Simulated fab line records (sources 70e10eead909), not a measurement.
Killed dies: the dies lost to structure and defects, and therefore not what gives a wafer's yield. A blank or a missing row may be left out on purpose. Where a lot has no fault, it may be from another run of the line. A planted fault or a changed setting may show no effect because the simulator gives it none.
Comparing a struck lot with a sound one + flow nand-harc + 19 steps out of a route of 1302
Sound: these wafers, L120.2, L120.3, L120.5. Struck: wafers L130.1, L130.2, L130.6. At the end, the cause is stated.
For every step that has rows: the tool of each side, followed by ch and its chambers, followed by its first start. Under that, the readings that differ: sound wafers + struck wafers + difference of the means + sigmas: that difference in standard deviations of wafers without a fault.
alike: same words and numbers on both sides, and readings whose means sit less than 2 such deviations apart. not compared: any withheld reading, any reading some wafer has no value for, any bound like >300 that may hide the same value, and any number with overlapping values for which the record gives no deviation.
The two part at a step that has a row with sigmas, a row that says differs or no value, or rows on one side only. Numbers that don't overlap but have no deviation are shown without sigmas and don't part them. A reading that every wafer of one side lacks parts them only if that side has two wafers or more.

NHARC_P_ZERO_WELL_CD_MEAS_11 targets a cd of 500 nm.
  sound on cd-sem-01 ch 0, day 1 21:14; struck on cd-sem-01 ch 0, day 6 01:14
  alike: cd-nm
then, 1 step without rows for these wafers: NHARC_P_ZERO_WELL_HARDBAKE_12 (time 65 s).
NHARC_P_ZERO_WELL_DESCUM_13: chemistry O2, time 3 s.
  sound on rie-diel-06 ch 0,2,3, day 1 21:24; struck on rie-diel-04 ch 2,3, day 6 01:23
  alike: drypump-motor-current-A, oes-product-au, rf-vpp-V, showerhead-plenum-p-Torr, throttle-valve-pct
  not compared: rf-hours-counter-h
NHARC_P_ZERO_WELL_ETCH_65: etches the open film in N2/H2, target depth 80 nm, overetch 24 nm, time 87.88 s.
  sound on rie-diel-06 ch 0,1,2, day 1 21:29; struck on rie-diel-04 ch 2,3, day 6 01:28
  alike: drypump-motor-current-A, n2-flow-sccm, oes-product-au, rf-vpp-V, showerhead-plenum-p-Torr, throttle-valve-pct
  not compared: rf-hours-counter-h
NHARC_P_ZERO_WELL_ETCH_62: etches the open film in CHF3/Ar, target depth 13 nm, time 6.5 s.
  sound on rie-diel-06 ch 0,1,3; struck on rie-diel-04 ch 0,1,3
  alike: drypump-motor-current-A, oes-product-au, rf-vpp-V, showerhead-plenum-p-Torr, throttle-valve-pct
  not compared: rf-hours-counter-h
NHARC_P_ZERO_WELL_ETCH_63: etches the open film in HBr/Cl2, target depth 120 nm, time 40.1 s.
  sound on rie-si-06 ch 0,1,2, day 1 21:40; struck on rie-si-02 ch 1,2, day 6 01:40
  alike: drypump-motor-current-A, mfc-cl2-sccm, oes-product-au, throttle-valve-pct
  not compared: rf-hours-counter-h
then, 6 steps without rows for these wafers: NHARC_P_ZERO_WELL_STRIP_15 (strips in SPM, time 900 s); NHARC_P_ZERO_WELL_DEHYDRATE_16 (time 120 s); NHARC_P_ZERO_WELL_HMDS_17 (time 30 s); NHARC_P_ZERO_WELL_COAT_18; NHARC_P_ZERO_WELL_SOFTBAKE_19 (time 95 s); NHARC_P_ZERO_WELL_EBR_20.
NHARC_P_ZERO_WELL_EXPOSE_21: exposes mask P NWELL, target cd 720 nm.
  sound on krf-scanner-02 ch 0, day 1 22:26; struck on krf-scanner-03 ch 0, day 6 02:25
| reading | sound                         | struck                                 | difference | sigmas |
|---------|-------------------------------|----------------------------------------|------------|--------|
| mask    | P_NWELL#0 P_NWELL#0 P_NWELL#0 | P_NWELL_R1#0 P_NWELL_R1#0 P_NWELL_R1#0 | differs    |        |
then, 2 steps without rows for these wafers: NHARC_P_ZERO_WELL_PEB_22 (peb time 85 s); NHARC_P_ZERO_WELL_DEVELOP_23 (time 70 s).
NHARC_P_ZERO_WELL_CD_MEAS_24 targets a cd of 720 nm.
  sound on cd-sem-01 ch 0, day 1 22:35; struck on cd-sem-03 ch 0, day 6 02:35
| reading    | sound             | struck            | difference | sigmas |
|------------|-------------------|-------------------|------------|--------|
| cd-nm (nm) | 725.5 723.1 719.4 | 705.2 707.1 703.2 | -17.5      | -7     |
then, 1 step without rows for these wafers: NHARC_P_ZERO_WELL_HARDBAKE_25 (time 80 s).
NHARC_P_ZERO_WELL_DESCUM_26: chemistry O2, time 3 s.
  sound on rie-diel-04 ch 2,3, day 1 22:45; struck on rie-diel-04 ch 1,2, day 6 02:45
| reading                      | sound           | struck          | difference | sigmas |
|------------------------------|-----------------|-----------------|------------|--------|
| model.P_ZERO_WELL.cd-nm (nm) | 725 724.2 719.6 | 706.6 707 703.6 | -17.2      |        |
  alike: drypump-motor-current-A, oes-product-au, rf-vpp-V, showerhead-plenum-p-Torr, throttle-valve-pct
  not compared: rf-hours-counter-h
then, 1 step without rows for these wafers: NHARC_P_ZERO_WELL_IMPLANT_27.

== WHERE THEY PART ==
Earliest at NHARC_P_ZERO_WELL_EXPOSE_21; latest, in this record, at NHARC_P_ZERO_WELL_CD_MEAS_24. Later steps at which nothing parts them and some readings are alike: NHARC_P_ZERO_WELL_DESCUM_26.

WHY: what the simulator had put in
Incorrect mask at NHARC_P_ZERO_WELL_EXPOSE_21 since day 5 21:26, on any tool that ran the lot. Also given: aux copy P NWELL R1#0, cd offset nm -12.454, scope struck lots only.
